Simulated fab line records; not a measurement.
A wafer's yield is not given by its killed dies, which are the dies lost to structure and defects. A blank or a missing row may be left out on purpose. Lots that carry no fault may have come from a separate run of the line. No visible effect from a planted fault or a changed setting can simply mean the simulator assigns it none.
Chamber matching -- flow n5-finfet -- 4 sister chambers for N5_BEOL_M7_ETCH_62 on rie-diel-04
The step etches SOC in N2/H2, target depth 110 nm, overetch 22 nm, time 165 s. 18 wafers are shown with their chamber, then 9 later ones without.

== EACH WAFER AND ITS CHAMBER ==
wafer,chamber,throttle-valve-pct (%),showerhead-plenum-p-Torr (Torr),oes-product-au (a.u.)
L075.1,0,17.80,2.62,0.64
L075.2,3,17.87,2.61,0.59
L075.3,2,17.53,2.56,0.71
L075.4,1,18.46,2.62,0.59
L075.5,2,17.51,2.56,0.71
L075.6,3,17.88,2.61,0.58
L077.3,0,17.80,2.62,0.63
L077.5,0,17.82,2.62,0.64
L077.6,3,17.89,2.61,0.58
L078.2,2,17.53,2.56,0.70
L078.4,0,17.82,2.62,0.64
L078.6,3,17.88,2.60,0.58
L079.1,2,17.53,2.56,0.71
L079.2,0,17.82,2.62,0.63
L079.3,1,18.48,2.62,0.59
L079.4,3,17.89,2.60,0.58
L079.5,1,18.48,2.62,0.59
L079.6,0,17.84,2.62,0.64

SIGNATURES, as means of the wafers listed above
reading,chamber 0,chamber 1,chamber 2,chamber 3,scatter within a chamber
throttle-valve-pct,17.8167,18.4733,17.5250,17.8820,0.0119
showerhead-plenum-p-Torr,2.6200,2.6200,2.5600,2.6060,0.00293
oes-product-au,0.6367,0.5900,0.7075,0.5820,0.00454
Rule: a wafer's distance from a chamber is the root of the sum, over the readings, of the square of ((its reading less the chamber's mean) divided by the reading's scatter). If the next closest chamber is less than 2 further off than the closest, the wafer can't be placed; otherwise it belongs to the closest. The scatter is the square root of a quotient: the sum, over the shown wafers, of each reading's squared deviation from its chamber's mean, divided by wafers minus chambers.

== WAFERS WHOSE CHAMBER IS MISSING ==
wafer,throttle-valve-pct (%),showerhead-plenum-p-Torr (Torr),oes-product-au (a.u.)
L081.1,17.54,2.56,0.70
L081.3,18.50,2.62,0.59
L081.6,17.54,2.56,0.71
L083.3,18.49,2.62,0.59
L083.4,17.55,2.56,0.70
L083.5,17.84,2.62,0.63
L090.1,17.88,2.61,0.62
L090.2,17.37,2.60,0.78
L090.6,17.38,2.60,0.79

== EACH ONE'S CHAMBER ==
wafer,from the rows above,in truth
L081.1,2,2
L081.3,1,1
L081.6,2,2
L083.3,1,1
L083.4,2,2
L083.5,0,0
L090.1,can't be placed: 0 or 3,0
L090.2,2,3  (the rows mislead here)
L090.6,2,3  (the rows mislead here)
Placed correctly: 6 of 9. These rows do not allow placing 1 (true chamber among the candidates in 1). Number placed wrongly: 2.
